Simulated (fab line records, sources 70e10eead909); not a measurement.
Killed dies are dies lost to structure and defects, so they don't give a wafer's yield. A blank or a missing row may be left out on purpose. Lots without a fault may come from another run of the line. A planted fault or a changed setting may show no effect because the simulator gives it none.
fab line records | flow nand_harc
record lots=24 wafers=72 last_day=25
route steps=1159 shown A_ONON_D1@437 A_CHANNEL_HOLE_D1@484 A_CHANNEL_FILL_D1@494 A_STAIRCASE@519
lots that met no fault: from a run of the same line without faults
start_h: hours from the record's first day to the start of the lot's first wafer shown | wait_h: hours since the lot's step before | " the same as in the row above | L1.1+2: a row that stands for several wafers | - no value, or no start given | * or withheld: withheld | < > ~ a bound
route shown NAME@n: a module of which the file shows steps, and the number in the route of the first | usual: mean/standard deviation of fault-free wafers | same: alike in all rows | chamber/n: place in a boat | sites: the reading at each site | _std_site: their standard deviation | _edge_site: outer sites' mean less inner sites' | radius_mm: how far each site lies from the wafer's centre | mask NAME#n: copy n | behind: the tool/chamber that last shaped the wafer | hold: why the lot was held/for how many hours/how that ended | device: the transistor (n, p or np) that didn't switch | end of line: the same wafers' tests at the end of the route | a step without rows: its recipe alone | killed: dies lost to structure and defects at the first sort, not the wafer's yield | map: a wafer's dies, x killed, . not, _ none there
set.NAME: the setting as run; set.NAME@STEP: as run at that earlier step | model.NAME: the simulator's own value behind a step, which no gauge read
steps of the route over a sample of lots; a table a step, a row a wafer
services: from which hour (start_h, from the record's first day; less than 0 if before it) a tool's chamber was out of use, for how many hours, and why
## steps
# step NHARC_A_ONON_D1_THK_MEAS_18
# recipe thk_meas_gauge=ellipsometry
# usual thk_nm=999/12
# columns lot.wafer tool chamber start_h wait_h thk_nm
L074.1 film_metro-01 - 165.74 - 1001
L074.5 " - " " 1000
L074.6 " - " " 1000
L075.2 film_metro-02 - 165.74 - 989
L075.3 " - " " 987
L075.4 " - " " 989
L077.3 film_metro-02 - 182.63 - 995
L077.4 " - " " 998
L077.6 " - " " 996
L076.3 film_metro-01 - 182.64 - 1004
L076.4 " - " " 1003
L076.5 " - " " 1003
L078.2 film_metro-01 - 196.53 - 977
L078.5 " - " " 979
L078.6 " - " " 977
L079.4 film_metro-02 - 196.53 - 1008
L079.5 " - " " 1007
L079.6 " - " " 1007
L081.1 film_metro-01 - 202.27 - 982
L081.3 " - " " 981
L081.4 " - " " 980
L080.2 film_metro-02 - 202.28 - 984
L080.5 " - " " 981
L080.6 " - " " 983
L083.1 film_metro-02 - 219.88 - 1001
L083.4 " - " " 1000
L083.6 " - " " 999
L082.2 film_metro-01 - 219.88 - 1010
L082.5 " - " " 1012
L082.6 " - " " 1012
L084.4 film_metro-02 - 238.45 - 1012
L084.5 " - " " 1010
L084.6 " - " " 1011
L085.2 film_metro-02 - 244.68 - 1019
L085.3 " - " " 1022
L085.5 " - " " 1017
L086.1 film_metro-01 - 245.03 - 985
L086.2 " - " " 988
L086.3 " - " " 985
L088.1 film_metro-02 - 253.84 - 977
L088.5 " - " " 980
L088.6 " - " " 979
L087.1 film_metro-01 - 253.84 - 1007
L087.4 " - " " 1005
L087.5 " - " " 1006
L090.3 film_metro-02 - 266.49 - 1013
L090.5 " - " " 1011
L090.6 " - " " 1012
L089.1 film_metro-01 - 266.50 - 1003
L089.2 " - " " 1003
L089.5 " - " " 1001
L091.1 film_metro-02 - 271.25 - 1005
L091.4 " - " " 1004
L091.6 " - " " 1005
L092.2 film_metro-01 - 271.31 - 991
L092.3 " - " " 992
L092.6 " - " " 992
L093.3 film_metro-02 - 277.48 - 1014
L093.4 " - " " 1014
L093.6 " - " " 1013
L094.1 film_metro-02 - 288.55 - 985
L094.3 " - " " 988
L094.4 " - " " 988
L096.1 film_metro-01 - 293.65 - 1011
L096.2 " - " " 1010
L096.5 " - " " 1011
L095.2 film_metro-02 - 293.66 - 1003
L095.4 " - " " 1002
L095.5 " - " " 1003
L097.2 film_metro-02 - 306.41 - 998
L097.3 " - " " 997
L097.5 " - " " 997
# step NHARC_A_CHANNEL_HOLE_D1_STRIP_27
# recipe o2_flow_sccm=500 ar_flow_sccm=0 bias_w=0 chemistry=O2
# usual drypump_motor_current_A=5.8/0.33 oes_product_au=1.003/0.01 rf_vpp_V=57.8/0.89 showerhead_plenum_p_Torr=3.54/0.15 throttle_valve_pct=17.037/0.0088
# columns lot.wafer tool chamber start_h wait_h drypump_motor_current_A oes_product_au rf_hours_counter_h rf_vpp_V showerhead_plenum_p_Torr throttle_valve_pct
L075.4 rie_diel-07 3 - - 5.4 0.996 11 55.9 3.43 17.040
L075.3 " 0 " " 5.3 1.012 11 57.1 3.64 17.022
L075.2 " 1 " " 5.9 0.982 11 58.2 3.74 17.043
L074.1 rie_diel-08 0 177.84 0.1 6.1 1.000 3 56.7 3.48 17.026
L074.6 " 0 " " 6.1 0.994 - 57.6 3.48 17.034
L074.5 " 2 " " 5.8 0.998 - 57.7 3.78 17.039
L076.3 rie_diel-08 0 - - 6.1 1.008 4 58.1 3.48 17.035
L076.4 " 2 " " 5.8 1.012 4 57.2 3.78 17.040
L076.5 " 1 " " 5.5 1.009 - 57.4 3.43 17.036
L077.3 rie_diel-07 3 - - 5.4 0.998 12 57.0 3.43 17.036
L077.4 " 1 " " 5.9 0.987 12 59.7 3.74 17.041
L077.6 " 0 " " 5.3 1.008 - 58.4 3.64 17.025
L079.4 rie_diel-08 3 - - 5.4 1.013 4 59.7 3.37 17.037
L079.6 " 2 " " 5.8 1.008 - 58.0 3.78 17.029
L079.5 " 3 " " 5.4 1.016 - 57.4 3.37 17.057
L078.2 rie_diel-04 2 - - 6.3 1.012 5 57.3 3.55 17.033
L078.5 " 1 " " 6.3 1.025 - 58.1 3.60 17.052
L078.6 " 2 " " 6.3 1.009 - 57.6 3.55 17.037
L081.3 rie_diel-08 3 - - 5.4 1.018 4 57.7 3.37 17.024
L081.4 " 0 " " 6.1 1.012 5 59.3 3.48 17.032
L081.1 " 1 " " 5.6 1.012 5 58.0 3.43 17.033
L080.2 rie_diel-04 0 - - 6.1 1.007 5 58.0 3.61 17.045
L080.6 " 1 " " 6.4 1.020 - 58.3 3.60 17.045
L080.5 " 2 " " 6.3 1.001 - 57.6 3.55 17.034
L083.4 rie_diel-08 2 - - 5.8 1.000 6 59.1 3.78 17.037
L083.1 " 0 " " 6.1 0.997 6 56.7 3.48 17.031
L083.6 " 2 " " 5.8 0.996 - 58.3 3.78 17.040
L082.2 rie_diel-04 0 - - 6.1 1.000 6 56.5 3.60 17.027
L082.5 " 2 " " 6.3 0.998 - 58.0 3.55 17.027
L082.6 " 3 " " 6.2 0.981 - 57.4 3.63 17.021
L084.4 rie_diel-07 2 - - 5.7 0.998 1 55.9 3.32 17.042
L084.5 " 0 " " 5.3 1.009 - 59.1 3.64 17.047
L084.6 " 1 " " 5.9 0.986 - 59.5 3.74 17.040
L085.3 rie_diel-04 3 - - 6.2 1.004 9 56.8 3.63 17.034
L085.2 " 2 " " 6.2 1.007 9 59.6 3.55 17.032
L085.5 " 3 " " 6.2 1.004 - 56.3 3.63 17.040
L086.2 rie_diel-07 3 - - 5.4 0.991 2 57.2 3.43 17.034
L086.3 " 0 " " 5.3 1.020 2 56.5 3.64 17.046
L086.1 " 1 " " 5.9 0.980 1 57.5 3.74 17.023
L088.1 rie_diel-08 3 - - 5.4 1.012 7 57.4 3.37 17.033
L088.5 " 3 " " 5.4 1.009 - 57.2 3.37 17.038
L088.6 " 0 " " 6.1 1.013 - 57.2 3.48 17.024
L087.4 rie_diel-04 0 - - 6.1 1.004 8 58.8 3.60 17.033
L087.1 " 1 " " 6.3 1.019 9 59.2 3.60 17.033
L087.5 " 2 " " 6.3 1.010 - 57.3 3.54 17.037
L090.3 rie_diel-08 1 - - 5.6 1.009 8 57.6 3.43 17.029
L090.6 " 2 " " 5.8 0.995 - 58.1 3.77 17.036
L090.5 " 3 " " 5.4 1.003 - 57.0 3.37 17.047
L089.2 rie_diel-08 0 - - 6.1 1.002 8 57.6 3.47 17.026
L089.1 " 2 " " 5.8 0.997 9 58.5 3.77 17.041
L089.5 " 3 " " 5.4 1.001 - 55.9 3.37 17.031
L091.1 rie_diel-08 2 - - 5.8 1.009 9 58.8 3.77 17.053
L091.4 " 0 " " 6.1 1.004 8 56.6 3.47 17.037
L091.6 " 2 " " 5.8 1.000 - 59.5 3.77 17.028
L092.3 rie_diel-07 2 - - 5.7 0.991 4 58.4 3.32 17.022
L092.2 " 0 " " 5.3 1.008 4 56.7 3.63 17.025
L092.6 " 2 " " 5.7 0.992 - 57.6 3.32 17.041
L093.3 rie_diel-08 0 - - 6.1 1.014 9 59.3 3.47 17.018
L093.6 " 0 " " 6.1 1.011 - 57.3 3.47 17.046
L093.4 " 2 " " 5.8 1.004 - 58.3 3.77 17.032
L094.1 rie_diel-07 0 - - 5.3 1.015 5 57.6 3.63 17.035
L094.3 " 1 " " 5.9 0.993 5 57.8 3.74 17.036
L094.4 " 3 " " 5.4 1.013 5 57.8 3.43 17.026
L096.2 rie_diel-04 1 - - 6.3 1.002 2 59.3 3.60 17.028
L096.1 " 3 " " 6.2 1.008 1 57.9 3.62 17.034
L096.5 " 1 " " 6.3 1.005 - 57.7 3.60 17.044
L095.4 rie_diel-07 2 - - 5.7 0.995 6 57.2 3.32 17.032
L095.2 " 0 " " 5.3 1.012 7 57.3 3.63 17.040
L095.5 " 1 " " 5.9 0.990 - 59.0 3.73 17.041
L097.3 rie_diel-08 3 - - 5.4 0.989 1 56.8 3.37 17.029
L097.2 " 1 " " 5.5 1.003 1 56.9 3.43 17.045
L097.5 " 3 " " 5.4 0.984 - 57.3 3.37 17.042
# step NHARC_A_CHANNEL_FILL_D1_ALD_14
# recipe target_thk_a=25 pulse_time_s=10 ald_cycles=25 temp_c=300 material=SiO2
# usual heater_power_outer_w=268/23 heater_power_w=469/44 precursor_pulse_height_rel=1.003/0.018 susceptor_temp_C=300.00/0.21
# same pulse_time_s=10
# columns lot.wafer tool chamber start_h wait_h heater_power_outer_w heater_power_w precursor_pulse_height_rel susceptor_temp_C
L075.2 ald_hk-02 3 186.71 1.2 295 505 1.025 299.84
L075.4 " 1 " " 252 452 0.982 300.22
L075.3 " 2 " " 270 476 0.982 300.19
L074.1 ald_hk-04 3 186.76 1.2 229 425 0.980 299.88
L074.6 " 1 " " 255 426 0.974 300.06
L074.5 " 2 " " 284 473 1.004 299.98
L076.4 ald_hk-02 1 205.02 1.5 251 452 1.021 300.10
L076.3 " 2 " " 263 479 0.993 299.75
L076.5 " 2 " " 267 478 1.016 299.87
L077.3 ald_hk-02 0 205.28 1.7 256 453 0.985 300.45
L077.4 " 1 " " 255 457 0.982 300.05
L077.6 " 0 " " 259 468 0.995 299.93
L078.2 ald_hk-03 3 216.29 0.0 273 533 1.020 299.76
L078.5 " 3 " " 270 529 0.976 299.82
L078.6 " 0 " " 275 450 0.993 299.85
L079.4 ald_hk-04 2 216.30 0.0 267 417 1.039 300.01
L079.5 " 2 " " 260 432 1.030 300.10
L079.6 " 3 " " 237 443 1.008 300.22
L081.1 ald_hk-03 2 222.27 0.0 313 528 1.019 300.07
L081.4 " 0 " " 283 467 0.988 300.09
L081.3 " 1 " " 301 498 1.027 299.56
L080.2 ald_hk-04 0 222.34 0.1 291 528 1.001 -
L080.6 " 2 " " 255 425 1.025 -
L080.5 " 3 " " 239 434 0.997 -
L083.4 ald_hk-04 3 240.09 0.0 240 439 1.032 299.81
L083.1 " 0 " " 294 510 0.979 300.07
L083.6 " 3 " " 242 431 0.981 299.97
L082.2 ald_hk-04 1 240.39 0.3 251 409 1.002 300.01
L082.6 " 3 " " 236 429 0.998 299.79
L082.5 " 0 " " 298 534 0.993 299.76
L084.4 ald_hk-02 0 258.71 0.2 259 465 0.969 300.02
L084.6 " 1 " " 246 444 0.980 299.82
L084.5 " 2 " " 268 482 0.996 300.43
L086.3 ald_hk-04 0 264.62 0.0 287 517 1.006 299.77
L086.2 " 1 " " 251 408 1.016 299.57
L086.1 " 2 " " 260 435 1.024 300.02
L085.3 ald_hk-03 1 264.65 0.1 302 508 0.994 299.67
L085.2 " 3 " " 271 552 0.979 300.04
L085.5 " 0 " " 278 459 0.987 300.18
L087.4 ald_hk-04 1 273.93 0.3 253 410 0.988 299.76
L087.1 " 2 " " 259 436 0.995 299.92
L087.5 " 3 " " 232 448 1.002 299.92
L088.1 ald_hk-04 0 274.12 0.5 290 537 0.990 -
L088.5 " 3 " " 242 451 1.011 -
L088.6 " 0 " " 300 543 1.037 -
L089.2 ald_hk-03 3 286.43 0.1 270 523 0.967 299.92
L089.1 " 1 " " 304 491 0.996 300.46
L089.5 " 3 " " 273 531 1.037 299.98
L090.3 ald_hk-04 3 286.43 0.1 241 439 1.041 299.87
L090.5 " 2 " " 260 426 0.985 300.13
L090.6 " 3 " " 235 447 1.025 300.11
L091.4 ald_hk-02 3 291.11 0.1 299 498 1.006 300.60
L091.1 " 0 " " 242 449 0.993 299.81
L091.6 " 2 " " 271 483 0.992 300.11
L092.3 ald_hk-04 3 291.16 0.1 238 454 1.002 299.91
L092.2 " 0 " " 292 521 1.013 300.20
L092.6 " 2 " " 261 425 0.981 300.19
L093.3 ald_hk-04 3 300.17 0.1 238 436 0.999 300.08
L093.4 " 0 " " 285 527 1.022 300.12
L093.6 " 2 " " 261 432 0.973 300.23
L094.4 ald_hk-04 2 308.38 0.0 252 434 0.982 299.87
L094.1 " 3 " " 234 449 1.026 299.80
L094.3 " 1 " " 250 405 0.999 300.09
L096.1 ald_hk-03 3 319.06 0.0 272 534 0.997 299.81
L096.2 " 2 " " 318 546 0.987 300.09
L096.5 " 0 " " 274 474 1.002 299.86
L095.4 ald_hk-04 2 323.16 0.0 259 431 1.012 299.99
L095.2 " 0 " " 292 543 1.019 299.81
L095.5 " 2 " " 266 426 0.986 300.02
L097.2 ald_hk-04 0 333.00 0.1 293 528 0.987 299.92
L097.3 " 3 " " 239 431 0.993 300.17
L097.5 " 1 " " 251 397 1.006 300.06
# step NHARC_A_CHANNEL_FILL_D1_ETCHBACK_19
# recipe target_depth_a=50 time_s=1.7 hbr_flow_sccm=150 cl2_flow_sccm=50 rf_w=400 icp_w=400 bias_w=100 chemistry=HBr/Cl2
# usual drypump_motor_current_A=5.7/0.41 mfc_cl2_sccm=49.98/0.13 oes_product_au=0.999/0.0085 throttle_valve_pct=26.406/0.0097
# columns lot.wafer tool chamber start_h wait_h drypump_motor_current_A mfc_cl2_sccm oes_product_au rf_hours_counter_h throttle_valve_pct
L075.4 rie_si-01 3 205.41 0.4 5.7 50.30 1.004 0.8 26.400
L075.3 " 1 " " 5.8 49.95 0.992 0.8 26.402
L075.2 " 2 " " 6.6 49.91 0.984 0.7 26.430
L074.1 rie_si-04 1 205.44 0.4 5.8 50.16 1.001 0.9 26.389
L074.6 " 3 " " 6.3 50.02 0.994 - 26.400
L074.5 " 0 " " 5.6 50.01 0.995 - 26.408
L076.3 rie_si-04 1 222.16 0.4 5.8 50.04 1.003 1.0 26.398
L076.4 " 2 " " 4.9 49.98 1.011 1.1 26.400
L076.5 " 1 " " 5.8 49.79 1.014 - 26.412
L077.3 rie_si-01 3 222.17 0.4 5.7 50.01 1.015 0.9 26.407
L077.4 " 1 " " 5.7 49.81 0.993 0.9 26.409
L077.6 " 2 " " 6.5 49.97 0.989 - 26.407
L078.2 rie_si-01 0 233.38 0.4 5.3 50.14 1.012 1.1 26.419
L078.5 " 3 " " 5.7 50.24 1.007 - 26.411
L078.6 " 0 " " 5.3 50.02 1.002 - 26.404
L079.4 rie_si-04 0 233.40 0.4 5.6 50.11 0.997 0.9 26.388
L079.5 " 1 " " 5.8 49.87 1.007 - 26.411
L079.6 " 2 " " 4.9 50.17 1.007 - 26.392
L080.2 rie_si-06 1 239.44 0.4 5.9 49.89 0.995 0.3 26.403
L080.5 " 0 " " 5.5 49.93 1.009 - 26.406
L080.6 " 1 " " 5.9 50.22 0.993 - 26.396
L081.1 rie_si-04 1 239.44 0.4 5.8 49.89 1.011 1.2 26.407
L081.4 " 2 " " 4.9 50.09 1.003 1.2 26.390
L081.3 " 3 " " 6.3 49.89 1.006 1.0 26.404
L083.1 rie_si-01 2 257.10 0.4 6.5 50.20 0.997 1.1 26.417
L083.4 " 0 " " 5.4 50.03 1.006 1.4 26.406
L083.6 " 3 " " 5.8 49.88 1.013 - 26.410
L082.2 rie_si-04 2 257.15 0.4 4.9 50.11 0.987 1.4 26.404
L082.6 " 0 " " 5.6 49.90 0.994 - 26.388
L082.5 " 1 " " 5.8 50.00 1.002 - 26.414
L084.4 rie_si-04 1 275.83 0.4 5.8 49.96 1.017 1.5 26.412
L084.6 " 2 " " 4.9 49.78 0.995 - 26.394
L084.5 " 3 " " 6.3 49.98 1.004 - 26.409
L085.3 rie_si-01 2 281.57 0.4 6.5 50.13 0.979 1.4 26.402
L085.2 " 1 " " 5.7 49.67 0.989 1.4 26.408
L085.5 " 3 " " 5.7 50.20 0.995 - 26.393
L086.2 rie_si-06 1 281.59 0.4 5.9 49.82 1.000 0.6 26.411
L086.1 " 2 " " 5.9 50.01 1.001 0.8 26.402
L086.3 " 3 " " 5.5 49.99 0.987 0.8 26.404
L087.4 rie_si-06 3 290.71 0.4 5.5 50.07 0.996 0.9 26.412
L087.1 " 1 " " 5.9 50.03 0.996 0.8 26.406
L087.5 " 0 " " 5.5 49.97 1.001 - 26.422
L088.1 rie_si-01 2 290.75 0.4 6.6 49.69 0.987 1.4 26.416
L088.6 " 3 " " 5.7 49.97 0.996 - 26.422
L088.5 " 0 " " 5.4 50.21 1.004 - 26.410
L089.1 rie_si-01 3 303.42 0.4 5.7 49.95 1.000 1.7 26.401
L089.2 " 1 " " 5.7 49.67 0.994 1.5 26.396
L089.5 " 2 " " 6.5 50.03 0.991 - 26.394
L090.3 rie_si-06 3 303.43 0.4 5.6 50.02 1.000 0.9 26.414
L090.6 " 1 " " 5.9 50.10 1.000 - 26.406
L090.5 " 2 " " 5.9 50.09 1.007 - 26.417
L092.2 rie_si-06 0 310.71 0.4 5.5 49.85 0.996 1.1 26.402
L092.3 " 1 " " 5.8 50.04 0.999 1.0 26.393
L092.6 " 1 " " 5.8 50.10 1.002 - 26.412
L091.1 rie_si-04 0 310.73 0.4 5.6 49.92 0.983 0.3 26.409
L091.4 " 1 " " 5.8 49.97 1.015 0.5 26.429
L091.6 " 3 " " 6.3 49.95 1.003 - 26.419
L093.3 rie_si-01 1 317.26 0.4 5.8 49.69 1.001 0.1 26.414
L093.6 " 0 " " 5.3 50.07 0.984 - 26.394
L093.4 " 1 " " 5.7 50.00 1.002 - 26.398
L094.3 rie_si-01 2 325.22 0.4 6.5 50.04 0.999 0.1 26.410
L094.1 " 1 " " 5.7 50.03 0.998 0.1 26.410
L094.4 " 2 " " 6.5 50.00 0.995 - 26.390
L096.1 rie_si-01 3 338.10 0.4 5.7 49.64 1.009 0.1 26.405
L096.2 " 0 " " 5.3 50.10 0.988 0.2 26.409
L096.5 " 0 " " 5.3 50.05 1.006 - 26.400
L095.4 rie_si-06 0 338.13 0.4 5.5 49.74 1.004 1.4 26.401
L095.2 " 1 " " 5.9 50.11 1.003 1.2 26.418
L095.5 " 2 " " 5.9 50.14 1.015 - 26.401
L097.2 rie_si-06 1 351.81 0.4 5.9 50.05 1.004 1.3 26.409
L097.3 " 3 " " 5.5 49.98 0.998 1.4 26.401
L097.5 " 0 " " 5.5 50.03 0.992 - 26.393
# step NHARC_A_CHANNEL_FILL_D1_ALD_25
# recipe target_thk_a=600 pulse_time_s=10 ald_cycles=600 temp_c=300 material=SiOx
# usual heater_power_outer_w=273/23 heater_power_w=479/38 precursor_pulse_height_rel=0.999/0.019 susceptor_temp_C=299.98/0.19
# same pulse_time_s=10
# columns lot.wafer tool chamber start_h wait_h heater_power_outer_w heater_power_w precursor_pulse_height_rel susceptor_temp_C
L075.4 ald_hk-03 1 217.13 0.0 290 502 0.981 300.02
L075.3 " 2 " " 306 539 0.997 299.81
L075.2 " 3 " " 268 525 0.992 300.18
L074.1 ald_hk-02 2 219.00 1.9 273 484 1.000 300.16
L074.6 " 3 " " 300 500 0.996 299.68
L074.5 " 0 " " 250 462 1.012 300.44
L077.3 ald_hk-04 2 234.05 0.1 256 427 1.019 300.15
L077.4 " 3 " " 238 443 0.997 299.95
L077.6 " 2 236.52 2.5 259 429 1.003 300.09
L076.3 ald_hk-02 1 237.39 3.4 247 457 0.990 300.15
L076.4 " 0 239.24 5.2 255 456 1.000 300.19
L076.5 " 1 " " 248 448 1.042 299.63
L079.4 ald_hk-04 0 245.42 0.1 294 535 0.979 300.23
L079.6 " 0 247.87 2.6 296 526 0.984 299.75
L079.5 " 1 " " 255 410 1.006 300.33
L078.2 ald_hk-03 3 247.26 2.0 270 520 1.027 300.01
L078.6 " 0 " " 273 462 0.993 299.88
L078.5 " 1 " " 293 501 1.015 299.91
L081.3 ald_hk-02 3 251.38 0.0 300 493 1.021 300.08
L081.4 " 0 " " 256 456 1.047 300.12
L081.1 " 2 253.22 1.9 272 475 1.029 299.70
L080.2 ald_hk-04 2 252.00 0.7 259 437 0.988 300.21
L080.6 " 1 253.85 2.5 250 415 1.049 300.18
L080.5 " 2 " " 262 421 1.009 299.94
L082.2 ald_hk-02 3 269.63 0.7 298 506 0.985 299.86
L082.6 " 2 271.46 2.5 270 478 1.015 300.22
L082.5 " 3 " " 298 513 1.019 299.90
L083.4 ald_hk-03 0 269.63 0.7 277 472 1.004 300.24
L083.1 " 1 " " 294 498 1.002 299.93
L083.6 " 0 272.10 3.1 275 461 1.010 300.21
L084.4 ald_hk-03 0 289.77 1.9 277 463 1.027 300.27
L084.6 " 1 " " 297 499 0.998 299.93
L084.5 " 2 " " 312 542 0.976 299.96
L086.1 ald_hk-02 1 296.24 0.1 246 448 1.005 300.06
L086.3 " 2 " " 268 481 1.020 300.10
L086.2 " 0 298.10 1.9 243 445 0.995 299.86
L085.2 ald_hk-03 3 297.48 1.3 264 522 0.990 299.97
L085.3 " 0 " " 279 464 0.990 299.85
L085.5 " 2 299.34 3.1 294 525 1.001 299.92
L087.1 ald_hk-03 3 302.54 0.1 274 512 0.984 299.94
L087.4 " 0 " " 274 461 0.954 299.97
L087.5 " 0 305.65 3.2 286 465 0.995 299.49
L088.1 ald_hk-02 2 304.40 1.9 278 477 1.002 300.07
L088.5 " 3 " " 300 489 1.028 299.84
L088.6 " 0 " " 239 454 1.029 300.12
L090.3 ald_hk-04 3 315.44 0.1 243 451 0.983 299.67
L090.5 " 3 317.94 2.6 234 448 0.959 299.90
L090.6 " 0 " " 291 536 0.981 300.03
L089.2 ald_hk-02 0 316.05 0.7 247 443 0.973 300.06
L089.1 " 1 " " 245 444 0.983 299.82
L089.5 " 0 318.50 3.1 246 453 1.023 299.71
L092.2 ald_hk-04 1 324.00 0.7 252 421 0.999 300.15
L092.3 " 3 325.24 1.9 232 441 0.992 299.87
L092.6 " 0 " " 299 523 0.986 300.13
L091.4 ald_hk-03 2 324.56 1.3 310 524 1.006 300.11
L091.1 " 3 " " 273 532 1.000 300.15
L091.6 " 0 " " 285 475 1.000 300.10
L093.4 ald_hk-02 1 330.16 0.7 244 455 0.971 300.12
L093.3 " 3 331.40 1.9 300 499 0.994 299.81
L093.6 " 0 " " 249 464 0.970 299.88
L094.1 ald_hk-04 0 339.43 1.9 296 517 1.029 299.64
L094.3 " 1 " " 263 410 0.986 300.08
L094.4 " 2 " " 258 426 0.993 299.54
L095.4 ald_hk-04 1 350.50 0.7 255 404 1.034 300.21
L095.2 " 2 " " 259 432 1.014 299.91
L095.5 " 1 352.97 3.1 256 419 1.032 300.00
L096.1 ald_hk-02 3 352.37 2.5 306 508 1.013 299.99
L096.2 " 0 353.61 3.8 244 449 0.985 300.27
L096.5 " 1 354.85 5.0 244 456 0.989 299.98
L097.2 ald_hk-03 3 365.95 0.7 282 526 1.008 299.99
L097.3 " 0 " " 288 483 0.980 300.01
L097.5 " 2 367.78 2.5 302 530 0.981 299.76
# step NHARC_A_STAIRCASE_DEP_156
# recipe target_thk_a=500 temp_c=400 target_thk_nm=50 flow_sccm=200 rf_w=450 material=SiNx
# usual heater_power_outer_w=406/74 heater_power_w=681/110 susceptor_temp_C=400.00/0.23
# columns lot.wafer tool chamber start_h wait_h heater_power_outer_w heater_power_w susceptor_temp_C
L075.3 pecvd-01 0 229.39 0.1 318 514 399.99
L075.2 " 2 " " 404 740 400.07
L075.4 " 0 " " 321 515 399.91
L074.1 pecvd-01 1 229.59 0.1 448 778 399.96
L074.5 " 0 " " 354 538 400.39
L074.6 " 1 " " 436 780 399.88
L077.3 pecvd-04 2 246.50 0.4 314 553 399.79
L077.4 " 0 " " 416 656 400.02
L077.6 " 2 " " 316 550 399.68
L076.3 pecvd-02 1 249.37 0.2 514 773 400.18
L076.4 " 0 " " 342 604 400.04
L076.5 " 0 " " 356 594 400.09
L079.6 pecvd-01 1 257.52 0.1 379 711 399.83
L079.5 " 2 " " 385 691 400.12
L079.4 " 0 " " 333 521 399.92
L078.2 pecvd-01 2 257.66 0.1 429 739 399.97
L078.6 " 0 " " 322 519 399.57
L078.5 " 2 " " 422 731 399.28
L081.3 pecvd-01 0 263.32 0.1 353 560 400.24
L081.1 " 1 " " 463 830 399.91
L081.4 " 2 " " 407 736 399.94
L080.2 pecvd-04 2 263.36 0.1 306 528 400.30
L080.6 " 0 " " 427 664 399.63
L080.5 " 2 " " 314 519 400.24
L082.2 pecvd-01 0 280.98 0.1 369 579 399.50
L082.5 " 0 " " 374 583 400.04
L082.6 " 1 " " 420 735 400.29
L083.1 pecvd-02 2 281.12 0.1 654 970 399.91
L083.4 " 1 " " 495 759 399.91
L083.6 " 2 " " 655 973 399.80
L084.5 pecvd-01 2 299.89 0.2 403 731 400.36
L084.4 " 0 " " 335 543 400.33
L084.6 " 1 " " 412 734 399.88
L085.2 pecvd-02 0 308.36 0.1 338 591 399.90
L085.3 " 2 " " 528 785 400.06
L085.5 " 1 " " 532 775 399.99
L086.1 pecvd-01 1 308.53 0.1 454 791 400.01
L086.3 " 2 " " 402 705 400.14
L086.2 " 0 " " 341 541 400.06
L088.1 pecvd-02 2 314.78 0.1 636 955 400.04
L088.5 " 0 " " 329 571 400.28
L088.6 " 1 " " 500 714 400.60
L087.1 pecvd-01 1 314.81 0.1 496 851 400.13
L087.5 " 0 " " 360 554 399.97
L087.4 " 1 " " 374 693 400.02
L089.1 pecvd-04 2 328.71 0.1 323 540 400.24
L089.2 " 0 " " 453 713 399.99
L089.5 " 2 " " 310 543 399.72
L090.3 pecvd-02 2 328.76 0.1 532 820 400.24
L090.5 " 1 " " 500 739 400.07
L090.6 " 2 " " 542 822 400.28
L091.1 pecvd-04 1 336.13 0.4 339 636 399.88
L091.6 " 0 " " 459 751 399.98
L091.4 " 1 " " 338 638 400.00
L092.2 pecvd-01 1 336.16 0.4 454 791 399.75
L092.3 " 0 " " 303 487 399.72
L092.6 " 2 " " 432 743 400.40
L093.3 pecvd-01 2 341.90 0.2 341 638 400.10
L093.6 " 2 " " 364 654 400.13
L093.4 " 0 " " 345 538 399.92
L094.1 pecvd-01 2 350.78 0.1 436 768 399.91
L094.3 " 0 " " 359 565 400.34
L094.4 " 1 " " 452 799 400.02
L095.2 pecvd-04 0 362.10 0.1 445 675 400.41
L095.5 " 0 " " 435 682 400.35
L095.4 " 2 " " 352 592 399.77
L096.1 pecvd-01 1 365.69 0.1 429 741 399.74
L096.2 " 2 " " 423 760 399.78
L096.5 " 0 " " 360 597 400.17
L097.2 pecvd-01 2 377.47 0.1 406 727 399.95
L097.3 " 0 " " 366 590 399.74
L097.5 " 0 " " 366 582 399.61
## services
# columns tool chamber start_h hours kind
rie_si-04 - 164.70 8.9 repair
rie_diel-08 3 174.32 3.6 repair
rie_diel-08 1 175.28 5.2 repair
rie_diel-04 3 182.07 5.7 repair
rie_si-06 - 183.00 9.0 pm
rie_diel-08 3 186.98 3.7 repair
ald_hk-04 - 188.73 10.0 pm
rie_si-01 1 193.06 2.1 repair
rie_diel-04 0 197.17 15.3 repair
rie_diel-04 2 199.22 7.9 repair
rie_si-06 1 203.68 2.7 repair
rie_diel-07 - 228.20 9.0 pm
pecvd-01 - 237.51 13.0 pm
pecvd-01 - 269.32 0.5 repair
rie_si-04 - 276.00 9.0 pm
rie_diel-04 - 288.92 9.0 pm
rie_diel-08 1 289.45 9.2 repair
rie_diel-07 - 290.84 0.3 repair
rie_diel-08 - 301.82 9.0 pm
rie_si-01 - 304.00 9.0 pm
rie_si-01 3 314.97 17.0 repair
rie_diel-08 2 326.84 4.0 repair
rie_si-06 - 360.00 9.0 pm
ald_hk-04 - 369.01 10.0 pm
## key
fault none
